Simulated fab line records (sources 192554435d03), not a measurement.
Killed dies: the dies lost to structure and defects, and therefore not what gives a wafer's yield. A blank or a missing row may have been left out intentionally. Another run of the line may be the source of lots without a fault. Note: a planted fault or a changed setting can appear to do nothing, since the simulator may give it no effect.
A struck lot beside a sound one / flow n5 finfet / 15 steps out of a route of 1938
Sound: the wafers L172.2, L172.4, L172.5. Struck: wafer L181.2. (L181.3, L181.6 of the same lot were not struck and are left out.) The cause comes at the end.
For every step that has rows: the tool of each side, followed by ch and its chambers, followed by its first start. Under that, the readings that differ: sound wafers / struck wafers / difference of the means / sigmas: that difference in standard deviations of wafers without a fault.
alike: same words and numbers on both sides, and readings whose means sit less than 2 such deviations apart. not compared: any withheld reading, any reading some wafer has no value for, any bound like >300 that may hide the same value, and any number with overlapping values for which the record gives no deviation.
A row with sigmas, a row that says differs or no value, or rows on one side alone: a step with any of these is where the two part. Non-overlapping numbers with no deviation appear without sigmas and do not part them. A reading missing from all wafers of one side parts the sides only when that side holds two or more wafers.

first, 6 steps without rows for these wafers: N5_BEOL_M2_COAT_22 (resist thk 30 nm); N5_BEOL_M2_EBR_24; N5_BEOL_M2_SOFTBAKE_23 (time 60 s); N5_BEOL_M2_EXPOSE_25 (exposes mask V1, defocus 5 nm); N5_BEOL_M2_PEB_26 (peb time 60 s); N5_BEOL_M2_DEVELOP_27 (develop time 30 s).
N5_BEOL_M2_CD_MEAS_28: target cd 26.2 nm, target cd y 24.1 nm.
  sound on cd sem-01 ch 0, day 7 15:13; struck on cd sem-02 ch 0, day 10 13:36
  alike: cd nm
N5_BEOL_M2_OVL_MEAS_29:
  sound on overlay-02 ch 0, day 7 15:16; struck on overlay-01 ch 0, day 10 13:38
  alike: V1_OVL
N5_BEOL_M2_INSPECT_30: inspects for defects (brightfield).
  sound on defect inspect-01 at day 7 15:19; struck on defect inspect-01 at day 10 13:41
  alike: raw defect count
N5_BEOL_M2_DESCUM_33: chemistry O2, time 7 s.
  sound on rie diel-03 ch 0,1, day 7 15:21; struck on rie diel-06 ch 1, day 10 13:43
  alike: drypump motor current A, o2 flow sccm, oes product au, rf vpp V, showerhead plenum p Torr, throttle valve pct
  not compared: rf hours counter h
N5_BEOL_M2_ETCH_77: etches underlayer in N2/H2, target depth 6.5 nm, time 5.2 s.
  sound on rie diel-03 ch 0,1, day 7 15:23; struck on rie diel-06 ch 1, day 10 13:46
  alike: drypump motor current A, etch rf on time s, oes product au, rf vpp V, showerhead plenum p Torr, throttle valve pct
  not compared: rf hours counter h
N5_BEOL_M2_ETCH_69: etches SiARC in CF4, target depth 15.6 nm, time 26 s.
  sound on rie diel-03 ch 0,1, day 7 15:24; struck on rie diel-06 ch 1, day 10 13:46
  alike: drypump motor current A, etch rf on time s, oes product au, rf vpp V, showerhead plenum p Torr, throttle valve pct
  not compared: rf hours counter h
N5_BEOL_M2_ALD_98: deposits SiO2, target thk 2.5 nm, pulse time 1 s, co reactant pulse time 1 s.
  sound on ald sin-02 ch 0,3, day 7 15:45; struck on ald sin-02 ch 2, day 10 13:52
reading=susceptor temp C (C); sound=99.85 100.12 100.11; struck=101.39; difference=+1.36; sigmas=+11
  alike: heater power w, precursor pulse height rel
N5_BEOL_M2_ETCHBACK_99: etches SiO2 in CHF3, target depth 5 nm, time 10.4 s.
  sound on rie diel-04 ch 1,2, day 8 07:26; struck on rie diel-03 ch 3, day 10 18:23
  alike: drypump motor current A, oes product au, rf vpp V, showerhead plenum p Torr, throttle valve pct
  not compared: rf hours counter h
N5_BEOL_M4_RC_MEAS_101:
  sound on prober-02 ch 0, day 10 16:28; struck on prober-01 ch 0, day 12 07:01
  alike: DIBL_N, DIBL_P, IOFF_N, IOFF_P, ION_N, ION_P, SS_N, SS_P, VT_N, VT_P

WHERE THEY PART
Within this record, at N5_BEOL_M2_ALD_98 only. Later steps at which nothing parts them and some readings are alike: N5_BEOL_M2_ETCHBACK_99, N5_BEOL_M4_RC_MEAS_101.

WHY: whatever the simulator had introduced
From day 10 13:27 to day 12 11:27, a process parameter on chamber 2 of ald sin-02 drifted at N5_BEOL_M2_ALD_98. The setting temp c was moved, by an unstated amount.
